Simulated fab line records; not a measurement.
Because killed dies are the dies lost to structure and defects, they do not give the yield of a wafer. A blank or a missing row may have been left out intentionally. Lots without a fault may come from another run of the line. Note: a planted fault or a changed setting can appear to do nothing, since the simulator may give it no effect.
Split-lot trial	flow n5 finfet	21 wafers read across 7 lots, on a route 1938 steps long

## THE SPLIT
At N5_BEOL_M2_ETCH_64 (etches SOC in N2/H2, target depth 75 nm, overetch 22.5 nm, time 121.9 s), the setting bias w was moved away from the recipe's 150 W on 9 of the 21 wafers read, by -16.3% to +15.4%. For the rest of the wafers, this setting stayed at what the recipe calls for.

Reading taken at the split's own step.

## THE READING
rf vpp V, in V, at N5_BEOL_M2_ETCH_64 (etches SOC in N2/H2, target depth 75 nm, overetch 22.5 nm, time 121.9 s). On this fab line, fault-free wafers typically give 524.7 V with a standard deviation of 2 V.

wafer	tool, chamber at the split	bias w as run, W	against the recipe	rf vpp V, V	against lot-mates on the recipe
L075.2	rie diel-03, 0	157.3	+4.9%	543.7	+17.1
L075.3	rie diel-03, 2	157.3	+4.9%	539.5	+12.9
L075.4	rie diel-03, 3	150	recipe	526.6	-
L077.3	rie diel-01, 3	135	-10.0%	494.1	-31.8
L077.4	rie diel-01, 0	135	-10.0%	489.8	-36.1
L077.6	rie diel-01, 1	150	recipe	525.9	-
L080.3	rie diel-04, 0	125.6	-16.3%	466.1	-57.1
L080.4	rie diel-04, 2	150	recipe	523.2	-
L080.6	rie diel-04, 3	125.6	-16.3%	470.5	-52.7
L084.1	rie diel-01, 1	150	recipe	525.8	-
L084.3	rie diel-01, 3	150	recipe	527.8	-
L084.5	rie diel-01, 1	150	recipe	525.8	-
L092.1	rie diel-01, 2	173.1	+15.4%	569.2	+44.2
L092.3	rie diel-01, 0	150	recipe	522.5	-
L092.6	rie diel-01, 3	150	recipe	527.5	-
L095.1	rie diel-01, 3	150	recipe	528.1	-
L095.3	rie diel-01, 0	150	recipe	523.4	-
L095.6	rie diel-01, 0	150	recipe	522.4	-
L096.2	rie diel-04, 3	128.7	-14.2%	476.4	-46.0
L096.3	rie diel-04, 0	150	recipe	522.4	-
L096.4	rie diel-04, 2	128.7	-14.2%	474.6	-47.8

THE FIT
A straight line over all 21 wafers: rf vpp V changes by +3.33 V for each +1% of bias w; r = +0.99; the points scatter about the line by 2.8 V.
The same after taking each lot's own level away (the mean of its wafers on the recipe; 21 wafers): +3.23 V for each +1%; r = +1.00; scatter 2.3 V.
The reading moves by 53 V for the largest change in bias w, on that fit.
Measured against the standard deviation above, the lots' own levels, which go from 522.40 to 526.60 V, span 2.1 times it.
The two slopes agree, so the slope changes little with the lot-to-lot level.
Check: -52.5 V against its lot-mates is what the line predicts for one of the wafers moved furthest among these (-16.3%) when that wafer is left out of the fit. It came out at -57.1 V against them.
Tool readings at the split's step, against how far the setting was moved: rf vpp V r = +0.99.

## OTHER SPLITS APPLIED TO THESE WAFERS
Before the reading, these wafers also passed through other splits. Each is held against what the fit with the lots' levels taken away leaves over:
other split on the same wafers	wafers away from the commonest value	r with rf vpp V (lot level and that fit taken away)
N5_BEOL_M0_SAQP_COAT_08 spin rpm	8	-0.16
N5_BEOL_M0_SAQP_ETCH_106 target depth a	9	+0.04
N5_BEOL_M0_SAQP_SPACER2_ALD_26 target thk a	8	+0.40
N5_BEOL_M0_SPUTTER_132 time s	7	+0.14
N5_BEOL_M1_SPUTTER_90 time s	7	+0.42
N5_BEOL_M2_DESCUM_16 time s	6	+0.22

## THE WHOLE CHAIN: every reading that the file lists as answering this split, in the file's order
step	what it does	reading	change (the file's fit)	r (the file's)
N5_BEOL_M2_ETCH_64	etches SOC in N2/H2, target depth 75 nm, overetch 22.5 nm, time 121.9 s	rf vpp V	+3.21 V for each +1% of the setting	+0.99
N5_BEOL_M2_ETCH_64	etches SOC in N2/H2, target depth 75 nm, overetch 22.5 nm, time 121.9 s	SiARC_of_BEOL_M2_COAT_62.thk nm (the simulator's own value, which no gauge read)	-0.0823 nm for each +1% of the setting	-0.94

## THE FILE'S OWN FIT
rf vpp V changes by +3.21 V for each +1% of bias w, r = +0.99.
